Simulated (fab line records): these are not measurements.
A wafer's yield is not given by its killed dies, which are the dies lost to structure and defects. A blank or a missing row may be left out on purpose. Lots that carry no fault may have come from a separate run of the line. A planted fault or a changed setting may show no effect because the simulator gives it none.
fab line records | flow n5_finfet
record lots=10 | wafers=30 | last_day=17
route steps=1938 shown BEOL_M3@996 MIM_BOT_LITHO@1865 PAD_METAL@1895 PASSIVATION@1929
lots that met no fault: taken from a fault-free run of the same line
start_h: start of the lot's first displayed wafer, in hours after the record's first day | wait_h: hours elapsed since this lot's preceding step | " as in the row above | L1.1+2: several wafers, shown together as one row | - either no value or no given start | * or withheld: withheld | < > ~ a bound
route shown NAME@n: names a module that has steps shown in the file, with the first one's number in the route | usual: mean/standard deviation taken from wafers without a fault | same: alike in all rows | chamber/n: place in a boat | sites: the reading at each site | _std_site: how widely they spread, as a standard deviation | _edge_site: mean of outer sites minus mean of inner sites | radius_mm: for every site, how far away it sits from the centre of the wafer | mask NAME#n: copy n | behind: the most recent tool/chamber to have shaped the wafer | hold: why the lot was held/for how many hours/how that ended | device: the n, p or np transistor that did not switch | end of line: the same wafers' tests at the end of the route | a step with no rows: only its recipe | killed: dies that structure and defects cost at the first sort, which is not the same as the wafer's yield | map: shows each die of a wafer: x if killed, . if not, _ if none is there
set.NAME: the setting that was run; set.NAME@STEP: the one run at that earlier step | model.NAME: the simulator's own value behind a step, which no gauge read
a sample of lots followed through the steps of the route, with each step as a table and each wafer as a row
services: the hour from which a tool's chamber was out of use, counted from the record's first day as start_h (under 0 if before that day), plus the number of hours and why
## steps
# step N5_BEOL_M3_SPUTTER_79
# recipe material=Cu | target_thk_a=45 | temp_c=-20 | chamber_pressure_pa=0.07 | power_w=withheld | time_s=8.29
# usual throttle_valve_pct=30.5/0.9
lot.wafer | tool           | chamber | start_h | wait_h | throttle_valve_pct
L120.2    | pvd_sputter-03 | -       | 182.25  | 0.1    | 32.1
L120.4    | "              | -       | "       | "      | 31.0
L120.5    | "              | -       | "       | "      | 29.7
L122.1    | pvd_sputter-03 | -       | 184.41  | 0.1    | 29.1
L122.2    | "              | -       | "       | "      | 30.8
L122.6    | "              | -       | "       | "      | 29.3
L121.3    | pvd_sputter-02 | -       | 185.97  | 0.1    | 29.6
L121.4    | "              | -       | "       | "      | 30.8
L121.6    | "              | -       | "       | "      | 30.8
L126.1    | pvd_sputter-03 | -       | 219.24  | 0.1    | 31.9
L126.3    | "              | -       | "       | "      | 29.0
L126.4    | "              | -       | "       | "      | 31.1
L125.2    | pvd_sputter-02 | -       | 219.38  | 0.1    | 30.4
L125.4    | "              | -       | "       | "      | 30.6
L125.5    | "              | -       | "       | "      | 30.7
L127.3    | pvd_sputter-02 | -       | 231.61  | 0.1    | 30.6
L127.5    | "              | -       | "       | "      | 30.5
L127.6    | "              | -       | "       | "      | 29.8
L128.1    | pvd_sputter-02 | -       | 245.28  | 0.1    | 30.0
L128.2    | "              | -       | "       | "      | 30.4
L128.5    | "              | -       | "       | "      | 29.8
L131.2    | pvd_sputter-03 | -       | 245.44  | 0.1    | 32.1
L131.4    | "              | -       | "       | "      | 29.9
L131.6    | "              | -       | "       | "      | 31.3
L132.1    | pvd_sputter-02 | -       | 255.83  | 0.1    | 30.5
L132.5    | "              | -       | "       | "      | 30.1
L132.6    | "              | -       | "       | "      | 30.5
L137.1    | pvd_sputter-03 | -       | 285.59  | 0.1    | 29.6
L137.5    | "              | -       | "       | "      | 32.2
L137.6    | "              | -       | "       | "      | 31.1
# step N5_MIM_BOT_LITHO_DESCUM_10
# recipe chemistry=O2 | time_s=7.9 | source_power_w=50 | bias_power_w=20 | pressure_mtorr=20 | rf_frequency_hz=2.712e+07 | temp_c=40 | o2_flow_sccm=225
# usual drypump_motor_current_A=5.64/0.27 | oes_product_au=0.81/0.089 | rf_fwd_power_W=49.61/0.17 | rf_vpp_V=243.1/1.5 | showerhead_plenum_p_Torr=2.08/0.081 | throttle_valve_pct=20.49/0.18
lot.wafer | tool        | chamber | start_h | wait_h | drypump_motor_current_A | oes_product_au | rf_fwd_power_W | rf_hours_counter_h | rf_vpp_V | showerhead_plenum_p_Torr | throttle_valve_pct
L121.3    | rie_diel-03 | 0       | 309.72  | 0.1    | 5.53                    | 0.67           | 49.90          | 238                | 243.7    | 2.15                     | 20.92
L121.4    | "           | 1       | "       | "      | 5.35                    | 0.95           | 49.50          | 6                  | 246.8    | 2.22                     | 20.43
L121.6    | "           | 0       | "       | "      | 5.53                    | 0.67           | 49.70          | -                  | 245.3    | 2.15                     | 20.89
L120.2    | rie_diel-03 | 2       | 312.97  | 0.0    | 5.73                    | 0.71           | 49.21          | 216                | 240.7    | 1.98                     | 20.44
L120.4    | "           | 3       | "       | "      | 5.64                    | 0.78           | 49.62          | 112                | 241.2    | 2.10                     | 20.37
L120.5    | "           | 1       | "       | "      | 5.38                    | 0.95           | 49.58          | -                  | 245.0    | 2.22                     | 20.42
L122.1    | rie_diel-03 | 3       | 315.52  | 0.2    | 5.60                    | 0.78           | 49.75          | 113                | 243.2    | 2.10                     | 20.38
L122.2    | "           | 0       | "       | "      | 5.54                    | 0.67           | 49.56          | 239                | 243.8    | 2.15                     | 20.89
L122.6    | "           | 0       | "       | "      | 5.52                    | 0.67           | 49.55          | -                  | 243.4    | 2.15                     | 20.89
L125.2    | rie_diel-05 | 0       | 333.25  | 0.1    | 5.80                    | 0.72           | 49.67          | 231                | 242.2    | 2.04                     | 20.29
L125.4    | "           | 3       | "       | "      | 5.30                    | 0.84           | 49.67          | 64                 | 241.2    | 2.01                     | 20.60
L125.5    | "           | 3       | "       | "      | 5.30                    | 0.84           | 49.58          | -                  | 241.6    | 2.01                     | 20.59
L126.1    | rie_diel-01 | 1       | 333.52  | 0.0    | 5.96                    | 0.74           | 49.64          | 167                | 244.2    | 2.20                     | 20.55
L126.3    | "           | 2       | "       | "      | 6.17                    | 0.88           | 49.73          | 73                 | 244.0    | 2.10                     | 20.35
L126.4    | "           | 0       | "       | "      | 6.19                    | 0.73           | 49.67          | 181                | 242.3    | 2.06                     | 20.48
L127.3    | rie_diel-05 | 3       | 349.27  | 0.0    | 5.29                    | 0.83           | 49.82          | 71                 | 240.9    | 2.01                     | 20.62
L127.5    | "           | 2       | "       | "      | 5.87                    | 0.83           | 49.56          | -                  | 242.0    | 2.02                     | 20.73
L127.6    | "           | 3       | "       | "      | 5.28                    | 0.83           | 49.75          | -                  | 242.2    | 2.01                     | 20.62
L128.1    | rie_diel-05 | 2       | 363.64  | 1.7    | 5.87                    | 0.82           | 49.89          | 88                 | 242.9    | 2.02                     | 20.73
L128.2    | "           | 0       | "       | "      | 5.80                    | 0.71           | 49.62          | 245                | 242.6    | 2.03                     | 20.31
L128.5    | "           | 0       | "       | "      | 5.83                    | 0.70           | 49.61          | -                  | 242.5    | 2.04                     | 20.30
L131.2    | rie_diel-05 | 1       | 365.45  | 1.2    | 5.82                    | 0.81           | 49.56          | 106                | 243.1    | 2.13                     | 20.35
L131.4    | "           | 0       | "       | "      | 5.79                    | 0.70           | 49.58          | 245                | 243.5    | 2.03                     | 20.32
L131.6    | "           | 2       | "       | "      | 5.85                    | 0.83           | 49.61          | -                  | 241.9    | 2.02                     | 20.73
L132.1    | rie_diel-03 | 1       | 370.78  | 0.0    | 5.36                    | 0.88           | 49.61          | 32                 | 245.3    | 2.21                     | 20.47
L132.5    | "           | 0       | "       | "      | 5.53                    | 1.00           | 49.71          | -                  | 243.5    | 2.14                     | 20.54
L132.6    | "           | 1       | "       | "      | 5.39                    | 0.89           | 49.70          | -                  | 245.3    | 2.21                     | 20.47
L137.1    | rie_diel-05 | 1       | 397.58  | 0.1    | 5.81                    | 0.80           | 49.89          | 118                | 241.4    | 2.13                     | 20.36
L137.5    | "           | 0       | "       | "      | 5.77                    | 0.99           | 49.62          | -                  | 241.2    | 2.03                     | 20.04
L137.6    | "           | 3       | "       | "      | 5.28                    | 0.81           | 49.61          | -                  | 242.5    | 2.00                     | 20.62
# step N5_PASSIVATION_SPUTTER_20
# recipe material=TaN | target_thk_a=500 | temp_c=25 | chamber_pressure_pa=0.4
# usual throttle_valve_pct=30.6/0.93
lot.wafer | tool           | chamber | start_h | wait_h | throttle_valve_pct
L121.3    | pvd_sputter-02 | -       | 313.81  | 0.0    | 30.6
L121.4    | "              | -       | "       | "      | 30.8
L121.6    | "              | -       | "       | "      | 30.1
L120.2    | pvd_sputter-03 | -       | 315.94  | 0.0    | 32.2
L120.4    | "              | -       | "       | "      | 29.2
L120.5    | "              | -       | "       | "      | 31.0
L122.1    | pvd_sputter-03 | -       | 318.44  | 0.0    | 31.2
L122.2    | "              | -       | "       | "      | 32.0
L122.6    | "              | -       | "       | "      | 31.0
L125.2    | pvd_sputter-03 | -       | 336.71  | 0.0    | 29.9
L125.4    | "              | -       | "       | "      | 29.7
L125.5    | "              | -       | "       | "      | 31.9
L126.1    | pvd_sputter-01 | -       | 337.19  | 0.0    | 29.9
L126.3    | "              | -       | "       | "      | 31.3
L126.4    | "              | -       | "       | "      | 30.6
L127.3    | pvd_sputter-02 | -       | 355.08  | 0.0    | 30.7
L127.5    | "              | -       | "       | "      | 30.7
L127.6    | "              | -       | "       | "      | 30.6
L128.1    | pvd_sputter-02 | -       | 365.98  | 0.0    | 30.6
L128.2    | "              | -       | "       | "      | 30.3
L128.5    | "              | -       | "       | "      | 30.3
L131.2    | pvd_sputter-03 | -       | 368.46  | 0.0    | 32.2
L131.4    | "              | -       | "       | "      | 29.9
L131.6    | "              | -       | "       | "      | 32.2
L132.1    | pvd_sputter-02 | -       | 373.80  | 0.0    | 30.2
L132.5    | "              | -       | "       | "      | 30.6
L132.6    | "              | -       | "       | "      | 30.5
L137.1    | pvd_sputter-03 | -       | 401.35  | 0.0    | 32.4
L137.5    | "              | -       | "       | "      | 29.1
L137.6    | "              | -       | "       | "      | 31.4
# step N5_PASSIVATION_PASS_ETCH_47
# recipe chemistry=CF4/O2 | target=SiNx | target_depth_a=7700 | time_s=385 | ion_energy_ev=100 | pressure_mtorr=40 | source_w=535 | bias_w=49 | Ar_flow_sccm=100 | cf4_flow_sccm=100 | O2_flow_sccm=10
# usual drypump_motor_current_A=5.71/0.3 | oes_o_777_au=0.78/0.068 | oes_product_au=0.80/0.074 | rf_fwd_power_W=533.5/1.4 | rf_vpp_V=240/3.9 | showerhead_plenum_p_Torr=2.21/0.071 | throttle_valve_pct=15.97/0.2
lot.wafer | tool        | chamber | start_h | wait_h | drypump_motor_current_A | oes_o_777_au | oes_product_au | rf_fwd_power_W | rf_hours_counter_h | rf_vpp_V | showerhead_plenum_p_Torr | throttle_valve_pct
L121.3    | rie_diel-03 | 1       | 316.63  | 0.0    | 5.37                    | 0.93         | 0.95           | 532.3          | 8                  | 247      | 2.35                     | 15.82
L121.4    | "           | 0       | "       | "      | 5.55                    | 0.68         | 0.67           | 532.9          | 240                | 247      | 2.25                     | 16.37
L121.6    | "           | 2       | "       | "      | 5.68                    | 0.69         | 0.71           | 534.2          | -                  | 233      | 2.11                     | 15.98
L120.2    | rie_diel-03 | 1       | 319.11  | 0.0    | 5.35                    | 0.93         | 0.95           | 532.7          | 9                  | 245      | 2.35                     | 15.82
L120.4    | "           | 0       | "       | "      | 5.54                    | 0.68         | 0.67           | 533.0          | 241                | 246      | 2.25                     | 16.37
L120.5    | "           | 1       | "       | "      | 5.38                    | 0.93         | 0.95           | 533.6          | -                  | 246      | 2.35                     | 15.81
L122.1    | rie_diel-05 | 2       | 321.23  | 0.0    | 5.85                    | 0.82         | 0.86           | 532.6          | 70                 | 242      | 2.16                     | 16.22
L122.2    | "           | 3       | "       | "      | 5.28                    | 0.81         | 0.84           | 535.1          | 60                 | 240      | 2.14                     | 16.11
L122.6    | "           | 3       | "       | "      | 5.29                    | 0.82         | 0.85           | 537.9          | -                  | 239      | 2.14                     | 16.12
L125.2    | rie_diel-03 | 2       | 339.55  | 0.0    | 5.73                    | 0.69         | 0.71           | 530.4          | 226                | 234      | 2.10                     | 16.02
L125.4    | "           | 1       | "       | "      | 5.37                    | 0.91         | 0.93           | 534.8          | -                  | 246      | 2.34                     | 15.84
L125.5    | "           | 3       | "       | "      | 5.66                    | 0.79         | 0.79           | 536.0          | -                  | 236      | 2.22                     | 15.83
L126.1    | rie_diel-05 | 0       | 339.99  | 0.0    | 5.81                    | 0.69         | 0.70           | 534.9          | 234                | 240      | 2.15                     | 15.89
L126.3    | "           | 2       | "       | "      | 5.86                    | 0.82         | 0.84           | 532.9          | 78                 | 241      | 2.15                     | 16.22
L126.4    | "           | 1       | "       | "      | 5.81                    | 0.81         | 0.82           | 535.2          | 94                 | 239      | 2.25                     | 15.77
L127.3    | rie_diel-05 | 1       | 358.07  | 0.0    | 5.82                    | 0.80         | 0.80           | 532.3          | 101                | 239      | 2.25                     | 15.78
L127.5    | "           | 2       | "       | "      | 5.84                    | 0.81         | 0.83           | 535.1          | -                  | 240      | 2.15                     | 16.23
L127.6    | "           | 1       | "       | "      | 5.83                    | 0.80         | 0.82           | 533.4          | -                  | 239      | 2.25                     | 15.77
L128.1    | rie_diel-05 | 3       | 368.75  | 0.0    | 5.30                    | 0.79         | 0.82           | 534.3          | 79                 | 240      | 2.14                     | 16.14
L128.2    | "           | 2       | "       | "      | 5.86                    | 0.80         | 0.83           | 535.4          | 90                 | 241      | 2.15                     | 16.26
L128.5    | "           | 0       | "       | "      | 5.80                    | 0.68         | 0.70           | 532.6          | -                  | 239      | 2.15                     | 15.91
L131.2    | rie_diel-01 | 1       | 371.84  | 0.0    | 5.92                    | 0.77         | 0.73           | 536.8          | 176                | 244      | 2.27                     | 15.80
L131.4    | "           | 0       | "       | "      | 6.21                    | 0.72         | 0.74           | 533.8          | 191                | 240      | 2.21                     | 16.20
L131.6    | "           | 2       | "       | "      | 6.18                    | 0.82         | 0.84           | 534.8          | -                  | 245      | 2.24                     | 15.93
L132.1    | rie_diel-05 | 0       | 376.34  | 0.0    | 5.82                    | 0.68         | 0.69           | 534.5          | 250                | 238      | 2.15                     | 15.92
L132.5    | "           | 1       | "       | "      | 5.85                    | 0.79         | 0.80           | 534.8          | -                  | 238      | 2.25                     | 15.78
L132.6    | "           | 0       | "       | "      | 5.81                    | 0.68         | 0.70           | 534.7          | -                  | 238      | 2.15                     | 15.93
L137.1    | rie_diel-01 | 0       | 404.22  | 0.0    | 6.21                    | 0.71         | 0.74           | 533.2          | 198                | 239      | 2.20                     | 16.22
L137.5    | "           | 2       | "       | "      | 6.16                    | 0.81         | 0.83           | 532.7          | -                  | 245      | 2.23                     | 15.96
L137.6    | "           | 1       | "       | "      | 5.93                    | 0.77         | 0.72           | 534.8          | -                  | 246      | 2.26                     | 15.81
# step N5_PASSIVATION_PROBE_49
# usual defect_limited_yield=90.5/1.7 | killed_at_M0_to_M3=37/12 | killed_at_M4_up=14/5.2 | killed_at_contacts=12/5.9 | killed_at_front_end=45/14 | killed_at_other=3.5/2.8 | killed_dies=112/21 | killed_on_rim=15/4.5 | killed_open=73/15 | killed_short=36/8.9 | sort_bin_4_leakage=0.00/0.007 | sort_bin_5_function=5.6/1.2 | sort_bin_6_memory=3.5/0.68 | sort_bin_8_speed=0.01/0.1 | sort_n_pass=1068/21 | sort_yield_pct=90.5/1.8
# same gross_dies=1180 | killed_at_back_side=0
lot.wafer | tool      | chamber | start_h | wait_h | defect_limited_yield[%] | killed_at_M0_to_M3 | killed_at_M4_up | killed_at_contacts | killed_at_front_end | killed_at_other | killed_dies | killed_on_rim | killed_open | killed_short | sort_bin_4_leakage[%] | sort_bin_5_function[%] | sort_bin_6_memory[%] | sort_bin_8_speed[%] | sort_n_pass | sort_yield_pct[%]
L125.2    | prober-01 | -       | 342.66  | 0.1    | 91.9                    | 25                 | 12              | 11                 | 42                  | 5               | 95          | 18            | 53          | 32           | 0                     | 4.2                    | 2.8                  | 0                   | 1085        | 91.9
L125.4    | prober-01 | -       | 342.76  | 0.2    | 93.0                    | 23                 | 10              | 3                  | 46                  | 1               | 83          | 8             | 55          | 26           | 0                     | 4.4                    | 2.5                  | 0                   | 1097        | 93.0
L125.5    | prober-01 | -       | 342.81  | 0.2    | 93.0                    | 27                 | 9               | 8                  | 38                  | 1               | 83          | 15            | 50          | 30           | 0                     | 4.3                    | 2.4                  | 0                   | 1097        | 93.0
L128.1    | prober-02 | -       | 371.75  | 0.0    | 92.4                    | 20                 | 18              | 14                 | 34                  | 4               | 90          | 13            | 59          | 31           | 0                     | 4.2                    | 3.3                  | 0                   | 1090        | 92.4
L128.2    | prober-02 | -       | 371.80  | 0.1    | 83.3                    | 151                | 6               | 6                  | 32                  | 2               | 197         | 28            | 43          | 27           | 0                     | 9.5                    | 2.8                  | 0                   | 983         | 83.3
L128.5    | prober-02 | -       | 371.95  | 0.2    | 91.9                    | 42                 | 11              | 13                 | 28                  | 2               | 96          | 14            | 59          | 31           | 0                     | 5.2                    | 2.8                  | 0                   | 1084        | 91.9
L132.1    | prober-01 | -       | 379.91  | 0.6    | 90.7                    | 46                 | 11              | 8                  | 39                  | 6               | 110         | 11            | 77          | 30           | 0                     | 5.5                    | 3.3                  | 0                   | 1070        | 90.7
L132.5    | prober-01 | -       | 380.11  | 0.8    | 92.9                    | 28                 | 7               | 16                 | 28                  | 5               | 84          | 22            | 56          | 23           | 0                     | 4.7                    | 2.0                  | 0                   | 1096        | 92.9
L132.6    | prober-01 | -       | 380.16  | 0.8    | 82.3                    | 148                | 8               | 7                  | 38                  | 8               | 209         | 31            | 67          | 31           | 0                     | 10.0                   | 4.2                  | 0                   | 971         | 82.3
# killed by level:class
L125.2 MOL_CONTACT_COAG:geometric_particle:open=10 HKMG_FIN:area_etch=9 FIN_SAQP:geometric_particle:short=6 GATE_CUT:geometric_particle:short=6 FIN_SAQP:geometric_particle:open=5 BEOL_M0_SAQP:geometric_particle:open=5 BEOL_M4:geometric_particle:open=5 BEOL_M1:geometric_particle:open=5
L125.4 FIN_SAQP:geometric_particle:open=16 FIN_SAQP:geometric_particle:short=8 STI_FIN_REVEAL:geometric_particle:open=5 GATE_CUT:geometric_particle:short=5 BEOL_M0_SAQP:geometric_particle:open=5 BEOL_M4:geometric_particle:open=5 BEOL_M2:geometric_particle:open=4 DUMMY_GATE:geometric_particle:open=3
L125.5 STI_FIN_REVEAL:geometric_particle:open=7 GATE_CUT:geometric_particle:short=6 BEOL_M2:geometric_particle:open=6 BEOL_M3:geometric_particle:open=6 FIN_SAQP:geometric_particle:short=5 MOL_CONTACT_COAG:geometric_particle:short=5 BEOL_M0:geometric_particle:open=5 FIN_SAQP:geometric_particle:open=4
L128.1 STI_FIN_REVEAL:geometric_particle:open=9 MOL_CONTACT_COAG:geometric_particle:open=8 BEOL_M3:geometric_particle:open=8 FIN_SAQP:geometric_particle:open=7 GATE_CUT:geometric_particle:short=7 MOL_CONTACT_COAG:geometric_particle:short=6 FIN_SAQP:geometric_particle:short=4 BEOL_M1:geometric_particle:open=4
L128.2 BEOL_M3:unspecified=125 STI_FIN_REVEAL:geometric_particle:open=8 MOL_CONTACT_COAG:geometric_particle:open=5 BEOL_M0_SAQP:geometric_particle:short=5 BEOL_M2:geometric_particle:open=5 BEOL_M3:geometric_particle:open=5 BEOL_M3:geometric_particle:short=5 FIN_SAQP:geometric_particle:short=4
L128.5 MOL_CONTACT_COAG:geometric_particle:open=10 BEOL_M1:geometric_particle:open=8 FIN_SAQP:geometric_particle:short=7 BEOL_M3:geometric_particle:open=7 BEOL_M2:geometric_particle:open=7 BEOL_M0_SAQP:geometric_particle:open=6 BEOL_M0_SAQP:geometric_particle:short=4 STI_FIN_REVEAL:geometric_particle:open=3
L132.1 STI_FIN_REVEAL:geometric_particle:open=12 BEOL_M1:geometric_particle:open=10 FIN_SAQP:geometric_particle:open=8 BEOL_M0_SAQP:geometric_particle:short=7 BEOL_M0_SAQP:geometric_particle:open=7 BEOL_M2:geometric_particle:open=7 MOL_CONTACT_COAG:geometric_particle:open=6 BEOL_M3:geometric_particle:open=6
L132.5 MOL_CONTACT_COAG:geometric_particle:open=10 BEOL_M3:geometric_particle:open=10 STI_FIN_REVEAL:geometric_particle:open=7 STARTING-WAFER:geometric_particle:short=6 BEOL_M2:geometric_particle:open=5 MOL_CONTACT_COAG:geometric_particle:short=4 BEOL_M1:geometric_particle:open=4 FIN_SAQP:geometric_particle:open=3
L132.6 BEOL_M3:unspecified=108 FIN_SAQP:geometric_particle:open=9 BEOL_M0_SAQP:geometric_particle:open=8 BEOL_M0_SAQP:geometric_particle:short=7 FIN_SAQP:geometric_particle:short=6 MOL_CONTACT_COAG:geometric_particle:open=6 BEOL_M2:geometric_particle:open=6 BEOL_M3:geometric_particle:open=6
## services
tool           | chamber | start_h | hours | kind
rie_diel-05    | -       | 180.40  | 15.6  | pm
rie_diel-03    | -       | 253.52  | 0.4   | repair
rie_diel-05    | 0       | 265.47  | 8.7   | repair
rie_diel-03    | 1       | 276.68  | -     | clean
rie_diel-05    | 2       | 279.25  | 2.4   | repair
rie_diel-05    | 0       | 287.52  | 1.8   | repair
rie_diel-01    | 3       | 288.67  | 23.6  | repair
pvd_sputter-02 | -       | 288.91  | 7.9   | repair
rie_diel-05    | 1       | 290.79  | 6.3   | repair
rie_diel-03    | 0       | 293.22  | 10.1  | repair
pvd_sputter-02 | -       | 303.50  | 6.2   | repair
rie_diel-01    | 0       | 317.16  | 9.8   | repair
rie_diel-05    | 1       | 317.84  | 8.7   | repair
rie_diel-03    | 0       | 336.21  | 4.9   | repair
rie_diel-01    | -       | 349.21  | 14.6  | pm
rie_diel-03    | 3       | 359.58  | 7.1   | repair
rie_diel-01    | 0       | 372.32  | 7.8   | repair
rie_diel-05    | 0       | 376.89  | -     | clean
rie_diel-05    | 0       | 376.89  | -     | consumable_replace:focus_ring
rie_diel-05    | 0       | 376.89  | 17.5  | scheduled_down
rie_diel-05    | 0       | 376.89  | 17.5  | vent_cycle
rie_diel-03    | 0       | 390.45  | 5.0   | repair
rie_diel-01    | -       | 394.50  | 2.8   | pm
rie_diel-03    | -       | 396.96  | 2.8   | pm
## key
first_sign step=N5_PASSIVATION_PROBE_49 | reading=killed_at_M0_to_M3 | direction=up | sigmas=9.3 | usual=37 | struck=150
effect step=N5_PASSIVATION_PROBE_49 | reading=defect_limited_yield | direction=down | sigmas=4.4 | usual=90.5 | struck=82.8
more_kills_born_at N5_BEOL_M3_SPUTTER_79@pvd_sputter-02=233
met_at N5_BEOL_M3_SPUTTER_79
struck_lots L128,L132
struck_wafers L128.2,L132.6
not_acting_at N5_MIM_BOT_LITHO_DESCUM_10,N5_PASSIVATION_SPUTTER_20,N5_PASSIVATION_PASS_ETCH_47
onset_between 219.38 245.28
fault kind=chamber_particle_source | tool=pvd_sputter-02 | chamber=- | onset_h=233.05 | steps=N5_BEOL_M3_SPUTTER_79 | rate_per_visit_cm2=2.1652 | end_h=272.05 | scope=struck_wafers_only
